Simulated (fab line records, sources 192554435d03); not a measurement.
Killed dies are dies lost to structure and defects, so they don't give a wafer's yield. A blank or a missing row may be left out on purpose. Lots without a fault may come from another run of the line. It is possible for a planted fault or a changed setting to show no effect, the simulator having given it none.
fab line records    flow n5-finfet
record: lots: 4  wafers: 12  last-day: 16
route steps=1938 shown BEOL_M6@1251 BEOL_M7@1263 PASSIVATION@1936
lots that met no fault: from a run of the same line without faults
start-h: the number of hours between the record's first day and the start of the first shown wafer of the lot    wait-h: how many hours have passed since the lot's step before this one    " as in the row above    L1.1+2: one row covering several wafers at once    - either no value or no given start    * or withheld: withheld    < > ~ a bound
route shown NAME@n: names a module that has steps shown in the file, with the first one's number in the route    usual: average and standard deviation across the fault-free wafers    same: alike in all rows    chamber/n: place in a boat    sites: each site's reading    _std_site: the standard deviation of these    _edge_site: the outer-site mean with the inner-site mean subtracted    radius-mm: how far each site lies from the wafer's centre    mask NAME#n: copy n    behind: the tool/chamber that last shaped the wafer    hold: what put the lot on hold/how long, in hours/how the hold closed    device: names the non-switching transistor (n, p or np)    end of line: at the end of the route, the tests of the same wafers    a step given without rows: its recipe and nothing more    killed: dies that structure and defects cost at the first sort, which is not the same as the wafer's yield    map: a wafer's dies, x killed, . not, _ none there
set.NAME: setting as actually run; set.NAME@STEP: the setting as run at that earlier step    model.NAME: the simulator's own value behind a step, which no gauge read
lots seen at some steps along the route; tables by step, rows by wafer
services: from which hour (start-h, from the record's first day; less than 0 if before it) a tool's chamber was out of use, for how many hours, and why
== steps ==
step: N5_BEOL_M6_ALD_77
recipe: material: TaN  target-thk-a: 20  temp-c: 275  ald-precursor-family: PDMAT  ald-co-reactant: NH3  pressure-torr: 3  carrier-flow-sccm: 1500  pulse-time-s: 2  purge-time-s: 3  co-reactant-purge-time-s: 2  co-reactant-pulse-time-s: 3  ald-cycles: 40  precursor-vessel-temp-c: 75  precursor-vessel-pressure-torr: 26.25  precursor-vessel-carrier-sccm: 1000
step: N5_BEOL_M6_SURFACE_TREAT_79
recipe: gas: Ar  time-s: *  ion-energy-ev: *  ion-current-ma-cm2: 0.5  pressure-mtorr: *  ar-flow-sccm: 30
step: N5_BEOL_M6_CVD_78
recipe: material: Co  target-thk-a: 20  temp-c: withheld  precursor: CCTBA/H2  pressure-torr: 30  time-s: 142.3
step: N5_BEOL_M6_SPUTTER_48
recipe: material: Cu  target-thk-a: 100  temp-c: -20  bias-v: 60  power-w: 26000  chamber-pressure-pa: 0.13  time-s: 1.667
step: N5_BEOL_M6_ECD_50
recipe: material: Cu  target-thk-a: 3000
step: N5_BEOL_M6_ANNEAL_51
recipe: temp-c: 225  time-s: 90  ambient: N2
step: N5_BEOL_M6_CMP_52
recipe: stop-on: SiCOH_lowk  t-overpolish-s: 6.9  down-force-psi: 1  platen-rpm: 50  clearing-platen-down-force-psi: 1.5  clearing-platen-rpm: 50  post-cmp-clean: cu-alkaline  target-thk-nm: 80  clearing-platen-pad-velocity-m-s: 0.99484  pad-velocity-m-s: 0.99484
step: N5_BEOL_M6_PRE_CLEAN_55
recipe: gas: NH3  time-s: 15  temp-c: withheld  rf-power-w: 300
step: N5_BEOL_M6_DEP_56
recipe: material: SiCN  target-thk-a: 100  temp-c: withheld  precursor: 3MS/NH3  pressure-torr: 3  rf-w: 202  time-s: 17.5
step: N5_BEOL_M7_ILD_DEP_00
recipe: material: SiCOH_lowk  target-thk-a: 1797.5  temp-c: 300  precursor: DEMS/porogen  pressure-torr: 5  rf-w: 500  time-s: 33.4
usual: heater-power-w: 336/44  rf-fwd-power-W: 494.8/2  showerhead-plenum-p-Torr: 5.745/0.013  throttle-valve-pct: 13.2/0.44
lot.wafer  tool      chamber  start-h  wait-h  heater-power-w  rf-fwd-power-W  showerhead-plenum-p-Torr  throttle-valve-pct  model.SiCOH_lowk_of_BEOL_M7_ILD_DEP_00.thk-nm
L888.3     pecvd-02  0        230.16   0.0     304             495.3           5.733                     13.6                179.6
L888.4     "         2        "        "       346             496.0           5.725                     13.5                181
L888.6     "         1        "        "       337             496.6           5.750                     13.1                183.2
L895.2     pecvd-02  2        264.21   0.0     391             495.1           5.733                     13.6                178.6
L895.3     "         1        "        "       310             -               5.743                     13.1                170.2
L895.5     "         1        "        "       315             493.9           5.749                     13.0                182
L897.2     pecvd-02  1        282.73   0.0     325             493.0           5.747                     12.9                177.6
L897.3     "         0        "        "       265             -               5.741                     13.6                170.8
L897.6     "         1        "        "       329             -               5.735                     12.8                172.2
L903.2     pecvd-04  0        308.16   0.0     412             497.0           5.732                     13.3                176
L903.4     "         0        "        "       419             495.5           5.740                     13.3                179
L903.5     "         2        "        "       342             492.0           5.734                     12.7                182
step: N5_BEOL_M7_CURE_74
recipe: temp-c: 385  time-s: 240  ambient: He/Ar  material: SiCOH_lowk
step: N5_BEOL_M7_THK_MEAS_01
recipe: reads: SiCOH_lowk_of_BEOL_M7_ILD_DEP_00
usual: M7_ILD_THK: 154.8/1.9
lot.wafer  tool           chamber  start-h  wait-h  M7_ILD_THK[nm]
L888.3     film-metro-01  -        230.74   0.3     154.8
L888.4     "              -        "        "       156.0
L888.6     "              -        "        "       158.0
L895.2     film-metro-01  -        264.92   0.4     154.1
L895.3     "              -        "        "       146.6
L895.5     "              -        "        "       157.0
L897.2     film-metro-01  -        283.82   0.7     153.2
L897.3     "              -        "        "       147.3
L897.6     "              -        "        "       148.5
L903.2     film-metro-01  -        308.76   0.4     151.8
L903.4     "              -        "        "       154.4
L903.5     "              -        "        "       157.1
step: N5_BEOL_M7_PECVD_70
recipe: material: SiO2  target-thk-a: 200  temp-c: 400  precursor: TEOS/O2  pressure-torr: 5.5  rf-w: 450  teos-flow-sccm: 53.8  gas: O2  flow-sccm: 3000  time-s: 22.7
step: N5_BEOL_M7_HM_DEP_02
recipe: material: TiN  target-thk-a: 200  temp-c: 25  chamber-pressure-pa: 0.49996
step: N5_BEOL_M7_COAT_59
recipe: resist: SOC  temp-c: 250  time-s: 60  spin-rpm: 1500  resist-thk-nm: 100
step: N5_BEOL_M7_COAT_60
recipe: resist: SiARC  temp-c: 220  time-s: 60  spin-rpm: 1500  resist-thk-nm: 35
step: N5_BEOL_M7_COAT_05
recipe: resist: CAR-ArF  spin-rpm: 1500  resist-thk-nm: 90
step: N5_BEOL_M7_EBR_07
recipe: solvent: PGMEA  ebr-width-mm: 1.5
step: N5_BEOL_M7_SOFTBAKE_06
recipe: temp-c: 110  time-s: 60  resist: CAR-ArF
step: N5_BEOL_M7_EXPOSE_08
recipe: mask-id: M7  na: 1.35  source-shape: dipole  sigma-inner: 0.817  sigma-outer: 0.97  polarization: te  dose-mj: 68.25
step: N5_BEOL_M7_PEB_09
recipe: peb-temp-c: withheld  peb-time-s: 60  resist: CAR-ArF
step: N5_BEOL_M7_DEVELOP_10
recipe: develop-time-s: 30  developer: TMAH  resist: CAR-ArF  rinse-liquid: diw  dry: air-spin  dev-temp-c: 23
step: N5_BEOL_M7_DESCUM_16
recipe: chemistry: O2  time-s: 7.9  source-power-w: 50  bias-power-w: 20  pressure-mtorr: 20  rf-frequency-hz: 2.712e+07  temp-c: 40  resist: CAR-ArF  o2-flow-sccm: 225
step: N5_BEOL_M7_ETCH_61
recipe: chemistry: CF4  target: SiARC  target-depth-a: 455  mask-material: CAR-ArF  time-s: 75.8  ion-energy-ev: 80  pressure-mtorr: 40  source-w: 545  bias-w: 36  Ar_flow_sccm: 100  cf4-flow-sccm: 100  ends: cleared
step: N5_BEOL_M7_ETCH_62
recipe: chemistry: N2/H2  target: SOC  target-depth-a: 1100  overetch-a: 220  mask-material: SiARC  temp-c: 40  time-s: 165  ion-energy-ev: 200  pressure-mtorr: 30  source-w: 840  bias-w: 150  n2-flow-sccm: 200  h2-flow-sccm: 200
step: N5_BEOL_M7_STRIP_68
recipe: chemistry: N2/H2  temp-c: 40  n2-flow-sccm: 200  h2-flow-sccm: 200  rf-frequency-hz: 6e+07
step: N5_BEOL_M7_STRIP_67
recipe: chemistry: CF4  resist: SiARC  power-w: 300  bias-power-w: 75  pressure-mtorr: 50  cf4-flow-sccm: 150  rf-frequency-hz: 6e+07
step: N5_BEOL_M7_HM_OPEN_17
recipe: chemistry: Cl2/BCl3  target-depth-a: 200  overetch-a: 60  target: TiN  mask-material: SOC  ion-energy-ev: 150  pressure-mtorr: 10  icp-w: 1000  bias-w: 126  Cl2_flow_sccm: 53.25  bcl3-flow-sccm: 21.75  Ar_flow_sccm: 25
step: N5_BEOL_M7_STRIP_19
recipe: chemistry: O2  power-w: 400  temp-c: 40  pressure-mtorr: 30  rf-frequency-hz: 6e+07  bias-power-w: 0  overash-fraction: 0.2  o2-flow-sccm: 225
step: N5_BEOL_M7_COAT_63
recipe: resist: SOC  temp-c: 250  time-s: 60  spin-rpm: 1500  resist-thk-nm: 60
step: N5_BEOL_M7_COAT_64
recipe: resist: SiARC  temp-c: 220  time-s: 60  spin-rpm: 1500  resist-thk-nm: 12
step: N5_BEOL_M7_COAT_71
recipe: resist: underlayer  temp-c: 205  time-s: 60  spin-rpm: 1500  resist-thk-nm: 5
step: N5_BEOL_M7_COAT_22
recipe: resist: CAR-EUV  spin-rpm: 1500  resist-thk-nm: 30
step: N5_BEOL_M7_EBR_24
recipe: solvent: PGMEA  ebr-width-mm: 1.5
step: N5_BEOL_M7_SOFTBAKE_23
recipe: temp-c: 110  time-s: 60  resist: CAR-EUV
step: N5_BEOL_M7_CMP_52
recipe: stop-on: SiCOH_lowk  t-overpolish-s: 6.9  down-force-psi: 1  platen-rpm: 50  clearing-platen-down-force-psi: 1.5  clearing-platen-rpm: 50  post-cmp-clean: cu-alkaline  target-thk-nm: 80  clearing-platen-pad-velocity-m-s: 0.99484  pad-velocity-m-s: 0.99484
usual: barrier-field-endpoint-s: 28.9/0.73  head-pressure-psi: 1.0004/0.0022  motor-current-A: 5.7/0.44  overpolish-run-s: 6.900/0.009  retaining-ring-pressure-frac: 1.000/0.0049  time-to-endpoint-s: 63/3
lot.wafer  tool    chamber  start-h  wait-h  barrier-field-endpoint-s  head-pressure-psi  motor-current-A  overpolish-run-s  retaining-ring-pressure-frac  time-to-endpoint-s  model.SiCOH_lowk_of_BEOL_M7_ILD_DEP_00.thk-nm
L888.4     cmp-03  3        239.37   0.2     29.4                      0.9983             6.2              6.897             0.997                         64                  153
L888.3     "       0        "        "       29.5                      1.0031             6.3              6.901             0.992                         64                  151.8
L888.6     "       1        "        "       29.7                      0.9983             5.1              6.901             0.989                         63                  155
L895.2     cmp-01  0        274.01   0.2     29.2                      1.0010             5.4              6.900             1.005                         66                  151
L895.3     "       3        "        "       29.4                      1.0020             5.0              6.906             0.998                         63                  143.8
L895.5     "       0        "        "       29.9                      1.0032             5.6              6.916             0.993                         65                  154
L897.3     cmp-01  1        292.50   0.3     28.5                      1.0015             5.7              6.898             0.997                         61                  144.2
L897.2     "       2        "        "       29.0                      0.9990             6.2              6.899             0.991                         60                  150.2
L897.6     "       2        "        "       28.3                      1.0023             5.6              6.901             0.994                         61                  145.4
L903.2     cmp-04  3        317.48   0.3     28.5                      1.0016             5.3              6.917             0.994                         57                  148.8
L903.4     "       0        "        "       28.6                      1.0012             6.3              6.915             1.000                         62                  151.4
L903.5     "       2        "        "       28.8                      0.9981             6.2              6.905             0.993                         61                  154
step: N5_PASSIVATION_PROBE_49
usual: defect-limited-yield: 90.9/1.4  killed_at_M0_to_M3: 37/12  killed_at_M4_up: 14/5.3  killed-at-contacts: 12/6.2  killed-at-front-end: 41/11  killed-at-other: 3.7/2.9  killed-dies: 107/17  killed-open: 71/12  killed-short: 34/7.9  sort_bin_5_function: 5.3/0.95  sort_bin_6_memory: 3.4/0.7  sort-n-pass: 1073/17  sort-yield-pct: 90.9/1.5
same: gross-dies: 1180  killed-at-back-side: 0  sort_bin_4_leakage[%]: 0  sort_bin_8_speed[%]: 0
lot.wafer  tool       chamber  start-h  wait-h  defect-limited-yield[%]  killed_at_M0_to_M3  killed_at_M4_up  killed-at-contacts  killed-at-front-end  killed-at-other  killed-dies  killed-open  killed-short  sort_bin_5_function[%]  sort_bin_6_memory[%]  sort-n-pass  sort-yield-pct[%]
L888.3     prober-01  -        317.00   0.1     90.5                     35                  18               11                  43                   5                112          71           34            4.5                     4.2                   1068         90.5
L888.4     prober-01  -        317.05   0.2     93.2                     18                  11               6                   42                   3                80           41           34            3.5                     2.6                   1100         93.2
L888.6     prober-01  -        317.15   0.3     91.6                     46                  11               6                   32                   4                99           64           35            4.7                     3.5                   1081         91.6
L895.2     prober-02  -        352.86   0.1     90.4                     32                  14               18                  48                   1                113          70           42            6.1                     3.0                   1067         90.4
L895.3     prober-02  -        352.91   0.1     90.1                     22                  12               16                  61                   6                117          67           43            5.8                     3.1                   1063         90.1
L895.5     prober-02  -        353.01   0.2     92.2                     29                  8                7                   45                   3                92           64           24            4.3                     3.0                   1088         92.2
L897.2     prober-01  -        369.50   0.5     90.7                     45                  20               2                   39                   4                110          71           35            5.1                     3.8                   1070         90.7
L897.3     prober-01  -        369.55   0.5     90.8                     42                  18               6                   38                   4                108          70           33            5.7                     3.2                   1072         90.8
L897.6     prober-01  -        369.70   0.7     91.1                     30                  24               5                   43                   3                105          65           39            5.4                     3.2                   1075         91.1
L903.2     prober-02  -        395.26   0.1     90.7                     37                  12               16                  34                   11               110          73           36            5.0                     3.9                   1070         90.7
L903.4     prober-02  -        395.36   0.2     90.7                     37                  22               15                  32                   4                110          75           33            5.1                     4.0                   1070         90.7
L903.5     prober-02  -        395.41   0.2     89.3                     48                  14               12                  42                   10               126          77           45            6.4                     3.9                   1054         89.3
killed by level:class
L888.3 BEOL_M2:geometric-particle:open=14 FIN_SAQP:geometric-particle:open=9 STI_FIN_REVEAL:geometric-particle:open=8 MOL_CONTACT_COAG:geometric-particle:open=7 FIN_SAQP:geometric-particle:short=6 HKMG_FIN:area-etch=6 ILD0:geometric-particle:short=5 BEOL_M5:geometric-particle:open=5
L888.4 FIN_SAQP:geometric-particle:short=13 STI_FIN_REVEAL:geometric-particle:open=7 BEOL_M0_SAQP:geometric-particle:short=7 DUMMY_GATE:geometric-particle:open=6 BEOL_M2:geometric-particle:open=5 HKMG_FIN:area-etch=5 FIN_SAQP:geometric-particle:open=4 MOL_CONTACT_COAG:geometric-particle:open=4
L888.6 BEOL_M3:geometric-particle:open=9 STI_FIN_REVEAL:geometric-particle:open=8 BEOL_M0_SAQP:geometric-particle:short=8 DUMMY_GATE:geometric-particle:open=6 BEOL_M0_SAQP:geometric-particle:open=6 BEOL_M1:geometric-particle:open=6 BEOL_M1:geometric-particle:short=6 MOL_CONTACT_COAG:geometric-particle:open=4
L895.2 STI_FIN_REVEAL:geometric-particle:open=14 MOL_CONTACT_COAG:geometric-particle:open=12 DUMMY_GATE:geometric-particle:open=9 BEOL_M0_SAQP:geometric-particle:short=8 GATE_CUT:geometric-particle:short=7 BEOL_M0_SAQP:geometric-particle:open=7 FIN_SAQP:geometric-particle:short=6 MOL_CONTACT_COAG:geometric-particle:short=6
L895.3 MOL_CONTACT_COAG:geometric-particle:open=13 STI_FIN_REVEAL:geometric-particle:open=10 FIN_SAQP:geometric-particle:open=7 FIN_SAQP:geometric-particle:short=7 GATE_CUT:geometric-particle:short=7 DUMMY_GATE:geometric-particle:open=6 BEOL_M0_SAQP:geometric-particle:open=6 STARTING-WAFER:geometric-particle:short=6
L895.5 STI_FIN_REVEAL:geometric-particle:open=12 DUMMY_GATE:geometric-particle:open=7 BEOL_M2:geometric-particle:open=7 MOL_CONTACT_COAG:geometric-particle:open=7 BEOL_M0_SAQP:geometric-particle:open=7 BEOL_M0_SAQP:geometric-particle:short=6 GATE_CUT:geometric-particle:short=4 BEOL_M4:geometric-particle:open=4
L897.2 FIN_SAQP:geometric-particle:open=17 BEOL_M0_SAQP:geometric-particle:short=16 BEOL_M0_SAQP:geometric-particle:open=12 BEOL_M4:geometric-particle:open=12 BEOL_M2:geometric-particle:open=8 FIN_SAQP:geometric-particle:short=7 GATE_CUT:geometric-particle:short=4 BEOL_M1:geometric-particle:open=4
L897.3 FIN_SAQP:geometric-particle:open=12 BEOL_M4:geometric-particle:open=10 BEOL_M1:geometric-particle:open=10 BEOL_M0_SAQP:geometric-particle:open=9 FIN_SAQP:geometric-particle:short=8 BEOL_M0_SAQP:geometric-particle:short=7 BEOL_M2:geometric-particle:open=7 STI_FIN_REVEAL:geometric-particle:open=6
L897.6 FIN_SAQP:geometric-particle:short=14 BEOL_M2:geometric-particle:open=11 FIN_SAQP:geometric-particle:open=10 BEOL_M4:geometric-particle:open=9 BEOL_M0_SAQP:geometric-particle:short=8 BEOL_M8:geometric-particle:open=7 STI_FIN_REVEAL:geometric-particle:open=5 MOL_CONTACT_COAG:geometric-particle:open=4
L903.2 MOL_CONTACT_COAG:geometric-particle:open=15 BEOL_M0_SAQP:geometric-particle:short=11 FIN_SAQP:geometric-particle:open=8 BEOL_M0_SAQP:geometric-particle:open=8 BEOL_M1:geometric-particle:open=7 BEOL_M2:geometric-particle:open=7 STI_FIN_REVEAL:geometric-particle:open=6 DUMMY_GATE:geometric-particle:open=4
L903.4 BEOL_M0_SAQP:geometric-particle:open=15 MOL_CONTACT_COAG:geometric-particle:open=13 BEOL_M4:geometric-particle:open=10 BEOL_M0_SAQP:geometric-particle:short=8 FIN_SAQP:geometric-particle:short=6 BEOL_M8:geometric-particle:open=6 STARTING-WAFER:geometric-particle:open=5 FIN_SAQP:geometric-particle:open=4
L903.5 BEOL_M0_SAQP:geometric-particle:short=15 STI_FIN_REVEAL:geometric-particle:open=11 MOL_CONTACT_COAG:geometric-particle:open=11 BEOL_M0_SAQP:geometric-particle:open=9 BEOL_M1:geometric-particle:open=9 ILD0:geometric-particle:short=7 BEOL_M4:geometric-particle:open=7 BEOL_M2:geometric-particle:open=6
== services ==
tool      chamber  start-h  hours  kind
cmp-04    -        218.83   0.5    repair
cmp-04    -        252.53   18.1   pm
pecvd-02  -        265.94   6.0    pm
cmp-01    -        272.91   0.3    repair
pecvd-02  -        289.68   2.4    repair
cmp-03    -        290.76   4.0    pm
cmp-03    -        294.76   -      consumable-replace:conditioner
cmp-03    -        294.76   -      consumable-replace:pad
cmp-03    -        296.86   6.4    repair
pecvd-04  1        297.75   48.4   repair
cmp-01    -        302.68   5.5    pm
pecvd-04  0        304.09   2.1    scheduled-down
== key ==
first-sign: step: N5_BEOL_M7_THK_MEAS_01  reading: M7_ILD_THK  direction: down  sigmas: 3.9  usual: 154.8  struck: 147.5
effect none on later readings
model-effect: step: N5_BEOL_M7_ILD_DEP_00  value: SiCOH_lowk_of_BEOL_M7_ILD_DEP_00.thk-nm  without: 179.1  struck: 171.1
model-effect: step: N5_BEOL_M7_CMP_52  value: SiCOH_lowk_of_BEOL_M7_ILD_DEP_00.thk-nm  without: 151.4  struck: 144.5
met-at N5_BEOL_M7_ILD_DEP_00
struck-wafers L895.3,L897.3,L897.6
onset-between 230.16 264.21
fault: kind: process-parameter-drift  tool: pecvd-02  chamber: -  onset-h: 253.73  steps: N5_BEOL_M7_ILD_DEP_00  channel: time-s  offset: *  shape: step  end-h: 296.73  scope: struck-wafers-only  acts-in: *  stated: *
